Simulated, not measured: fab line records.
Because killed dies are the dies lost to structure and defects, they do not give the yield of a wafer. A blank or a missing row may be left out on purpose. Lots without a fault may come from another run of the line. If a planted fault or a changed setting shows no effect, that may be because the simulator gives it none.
Which of the tools did it? | flow n5_finfet | Sampling: 10 lots, 30 wafers, 5 of 1938 route steps

== WHAT THE GAUGES SHOWED, per wafer ==
N5_BEOL_M11_OVL_MEAS_12. Usual: M11_OVL gives 0.1 nm (standard deviation 0.81).
lot  | measured     | on         | M11_OVL (nm)   | flag
L168 | day 9 17:25  | overlay-02 | 0.1 -0.1 -0.4  |
L170 | day 10 07:56 | overlay-02 | 0.9 1.3 1.3    |
L172 | day 10 21:09 | overlay-01 | -0.7 0.3 -1.5  |
L173 | day 10 21:28 | overlay-02 | 0.2 1.5 0.8    |
L175 | day 11 16:51 | overlay-01 | -1.1 -0.5 -0.7 |
L177 | day 12 10:00 | overlay-01 | 0.5 -0.3 0.7   |
L182 | day 13 18:23 | overlay-01 | 1.3 0.9 0.9    |
L186 | day 14 12:33 | overlay-02 | 0.4 0.7 2.5    |
L187 | day 14 17:44 | overlay-02 | -0.7 -0.4 0.2  |
L191 | day 16 03:24 | overlay-01 | -1.1 0.2 -0.3  |

N5_BEOL_M11_OVL_MEAS_29. Usual: V10_OVL gives -0.2 nm (standard deviation 0.75).
lot  | measured     | on         | V10_OVL (nm)   | flag
L168 | day 9 18:32  | overlay-02 | -0.2 -1.4 -1.8 |
L170 | day 10 10:22 | overlay-01 | -0.3 0.6 -0.4  |
L172 | day 10 22:59 | overlay-02 | -0.6 -0.6 -0.7 |
L173 | day 10 23:10 | overlay-02 | -0.1 0.1 -0.7  |
L175 | day 11 18:43 | overlay-01 | 0.2 0.1 0.2    |
L177 | day 12 10:58 | overlay-02 | 0.6 -0.7 -0.3  |
L182 | day 13 20:32 | overlay-02 | -0.7 -1.3 -0.8 |
L186 | day 14 13:37 | overlay-02 | -1.8 -1.2 -1.5 |
L187 | day 14 19:16 | overlay-02 | -0.6 -0.3 0.3  |
L191 | day 16 04:47 | overlay-01 | 0.2 -0.5 -0.7  |

N5_BEOL_M11_INSPECT_30: inspects for defects (brightfield). Usual: raw_defect_count reads 399 (standard deviation 86).
lot  | measured     | on                | raw_defect_count | flag
L168 | day 9 18:33  | defect_inspect-02 | 411 361 420      |
L170 | day 10 10:23 | defect_inspect-01 | 464 367 563      |
L172 | day 10 23:01 | defect_inspect-01 | 359 337 481      |
L173 | day 10 23:11 | defect_inspect-01 | 370 508 499      |
L175 | day 11 18:44 | defect_inspect-01 | 487 406 456      |
L177 | day 12 10:59 | defect_inspect-02 | 677 635 668      | OFF
L182 | day 13 20:34 | defect_inspect-01 | 763 773 768      | OFF
L186 | day 14 13:38 | defect_inspect-02 | 402 388 493      |
L187 | day 14 19:17 | defect_inspect-01 | 459 447 604      |
L191 | day 16 04:49 | defect_inspect-02 | 291 318 311      |

== WHAT TOOL EACH LOT RAN ON (gives the tool, then ch and the chambers of the sampled wafers, and finally the start) ==
lot  | N5_BEOL_M11_ETCH_61                | N5_BEOL_M11_ETCH_62
L168 | rie_diel-04 ch 0,1,2, day 9 17:31  | rie_diel-04 ch 0,1,2, day 9 17:34
L170 | rie_diel-04 ch 0,2,3, day 10 08:02 | rie_diel-04 ch 0,2,3, day 10 08:05
L172 | rie_diel-02 ch 2,3, day 10 21:15   | rie_diel-02 ch 2,3, day 10 21:18
L173 | rie_diel-04 ch 0,1,3, day 10 21:34 | rie_diel-04 ch 0,1,3, day 10 21:37
L175 | rie_diel-02 ch 0,1,3, day 11 16:56 | rie_diel-02 ch 0,1,3, day 11 16:59
L177 | rie_diel-02 ch 0,1,3, day 12 10:06 | rie_diel-02 ch 0,1,3, day 12 10:09
L182 | rie_diel-02 ch 0,2,3, day 13 18:29 | rie_diel-02 ch 0,2,3, day 13 18:32
L186 | rie_diel-06 ch 1,2,3, day 14 12:38 | rie_diel-06 ch 1,2,3, day 14 12:41
L187 | rie_diel-06 ch 0,1,2, day 14 18:14 | rie_diel-06 ch 0,1,2, day 14 18:17
L191 | rie_diel-06 ch 0,1, day 16 03:33   | rie_diel-06 ch 0,1, day 16 03:36
- N5_BEOL_M11_ETCH_61: etches SiARC in CF4, target depth 39 nm, time 65 s.
- N5_BEOL_M11_ETCH_62: etches SOC in N2/H2, target depth 110 nm, overetch 22 nm, time 165 s.

== WHAT THE TOOLS THEMSELVES READ (means of the sampled wafers that have a number; where no wafer has one, the mark that the record gives instead) ==
N5_BEOL_M11_ETCH_61. Usual: drypump_motor_current_A 5.9 A, standard deviation 0.34; etch_rf_on_time_s 64.6 s, standard deviation 0.96; oes_product_au 0.64 a.u., standard deviation 0.059; rf_vpp_V 183.9 V, standard deviation 1.2; showerhead_plenum_p_Torr 2.13 Torr, standard deviation 0.069; throttle_valve_pct 15.72 %, standard deviation 0.16.
lot  | tool        | drypump_motor_current_A (A) | etch_rf_on_time_s (s) | oes_product_au (a.u.) | rf_vpp_V (V) | showerhead_plenum_p_Torr (Torr) | throttle_valve_pct (%) | flag
L168 | rie_diel-04 | 6.0                         | 65.1                  | 0.61                  | 184.0        | 2.15                            | 15.77                  |
L170 | rie_diel-04 | 5.9                         | 65.8                  | 0.62                  | 183.1        | 2.15                            | 15.78                  |
L172 | rie_diel-02 | 6.1                         | 64.3                  | 0.63                  | 183.7        | 2.11                            | 15.62                  |
L173 | rie_diel-04 | 6.0                         | 64.9                  | 0.61                  | 184.8        | 2.17                            | 15.74                  |
L175 | rie_diel-02 | 5.8                         | 63.9                  | 0.69                  | 183.8        | 2.19                            | 15.68                  |
L177 | rie_diel-02 | 5.8                         | 64.5                  | 0.68                  | 184.6        | 2.19                            | 15.66                  |
L182 | rie_diel-02 | 5.9                         | 63.9                  | 0.66                  | 183.4        | 2.12                            | 15.63                  |
L186 | rie_diel-06 | 6.0                         | 65.0                  | 0.62                  | 183.1        | 2.07                            | 15.85                  |
L187 | rie_diel-06 | 5.9                         | 64.5                  | 0.60                  | 183.1        | 2.07                            | 15.87                  |
L191 | rie_diel-06 | 6.2                         | 64.7                  | 0.61                  | 183.7        | 2.09                            | 15.89                  |

N5_BEOL_M11_ETCH_62. Usual: drypump_motor_current_A 5.9 A, standard deviation 0.34; oes_product_au 0.64 a.u., standard deviation 0.055; rf_vpp_V 523.5 V, standard deviation 2.5; showerhead_plenum_p_Torr 2.53 Torr, standard deviation 0.091; temp_c 40.02 C, standard deviation 0.1; throttle_valve_pct 17.92 %, standard deviation 0.16.
lot  | tool        | drypump_motor_current_A (A) | oes_product_au (a.u.) | rf_vpp_V (V) | showerhead_plenum_p_Torr (Torr) | temp_c (C) | throttle_valve_pct (%) | flag
L168 | rie_diel-04 | 6.0                         | 0.61                  | 524.1        | 2.54                            | 39.96      | 17.91                  |
L170 | rie_diel-04 | 5.9                         | 0.62                  | 525.4        | 2.56                            | 40.10      | 17.95                  |
L172 | rie_diel-02 | 6.2                         | 0.61                  | 523.6        | 2.50                            | 39.89      | 17.83                  |
L173 | rie_diel-04 | 6.0                         | 0.60                  | 524.9        | 2.59                            | 39.88      | 17.91                  |
L175 | rie_diel-02 | 5.8                         | 0.67                  | 525.0        | 2.61                            | 39.98      | 17.93                  |
L177 | rie_diel-02 | 5.7                         | 0.67                  | 526.2        | 2.61                            | 40.05      | 17.94                  |
L182 | rie_diel-02 | 5.9                         | 0.64                  | 522.3        | 2.51                            | 40.05      | 17.87                  |
L186 | rie_diel-06 | 6.0                         | 0.61                  | 520.9        | 2.45                            | 40.07      | 18.04                  |
L187 | rie_diel-06 | 6.0                         | 0.60                  | 521.5        | 2.44                            | 40.13      | 18.05                  |
L191 | rie_diel-06 | 6.3                         | 0.61                  | 521.9        | 2.48                            | 39.92      | 18.13                  |

== THE ANSWER, worked out from the rows above alone ==
Rule: take the mean of a lot's wafers that have a number; if it is more than 3 standard deviations from the usual mean, the lot is off. A lot without any number at a reading at which 4 lots or more have one is off too. All remaining lots with rows at the step are treated as sound. After the gauges, taken in route order, come the tools' own readings; for these a lot's mean is taken, as printed above. The first step at which some lot is off is used, and at that step the reading that is off furthest; a lot without a number counts as furthest.
Off, at N5_BEOL_M11_INSPECT_30 on raw_defect_count: L177, L182.
If a tool, at a process step before that reading, ran all the lots that are off and no sound lot after the first of them, it fits. Those tools and the gauges at N5_BEOL_M11_INSPECT_30 are tried in the same way. One fits: N5_BEOL_M11_ETCH_61 and N5_BEOL_M11_ETCH_62 on rie_diel-02. At N5_BEOL_M11_ETCH_61 its last sound lot is L175 (day 11 16:56), its first lot that is off L177 (day 12 10:06): a fault that began between those two fits.

== WHAT THE SIMULATOR HAD INSERTED ==
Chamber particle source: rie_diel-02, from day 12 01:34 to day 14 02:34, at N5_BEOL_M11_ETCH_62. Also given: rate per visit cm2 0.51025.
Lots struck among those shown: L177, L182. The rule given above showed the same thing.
